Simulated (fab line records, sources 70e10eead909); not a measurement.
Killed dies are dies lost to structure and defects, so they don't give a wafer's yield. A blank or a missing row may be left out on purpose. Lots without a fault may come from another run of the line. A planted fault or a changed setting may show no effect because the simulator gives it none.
Which tool did it? | flow nand_harc | 6 lots, 18 wafers sampled, at 1 step of a route of 1302

WHAT THE GAUGES READ, wafer by wafer
NHARC_A_ONON_D1_THK_MEAS_05: measures by ellipsometry.
lot  | measured     | on            | thk_nm (nm)
L114 | day 8 12:59  | film_metro-01 | 994 993 992
L116 | day 9 08:24  | film_metro-01 | 995 994 994
L124 | day 12 14:32 | film_metro-02 | 1005 1004 1003
L126 | day 13 17:00 | film_metro-02 | 999 999 1000
L133 | day 16 15:18 | film_metro-01 | 982 983 982
L135 | day 17 06:31 | film_metro-02 | 1009 1008 1008

WHICH TOOL RAN EACH LOT (tool, then ch and the chambers of the sampled wafers, then the start)
The record holds no process step before these readings.

THE ANSWER, worked out from the rows above alone
Rule: what is usual is taken from the lots themselves. Put in order of their means at a reading, lots are off if they are a third of the lots or fewer, leave a main group of 4 or more, and stand apart from it by a gap of 3 or more times the standard deviation of the main group's means; of several such gaps the widest counts. A main group whose means are all the same, to the digits that the tables above print for the reading, isn't used. A lot without any number at a reading at which 4 lots or more have one is off too. The other lots that the step has rows for count as sound.
No lot is off at any reading shown: from this, nothing can be told.

WHAT THE SIMULATOR HAD PUT IN
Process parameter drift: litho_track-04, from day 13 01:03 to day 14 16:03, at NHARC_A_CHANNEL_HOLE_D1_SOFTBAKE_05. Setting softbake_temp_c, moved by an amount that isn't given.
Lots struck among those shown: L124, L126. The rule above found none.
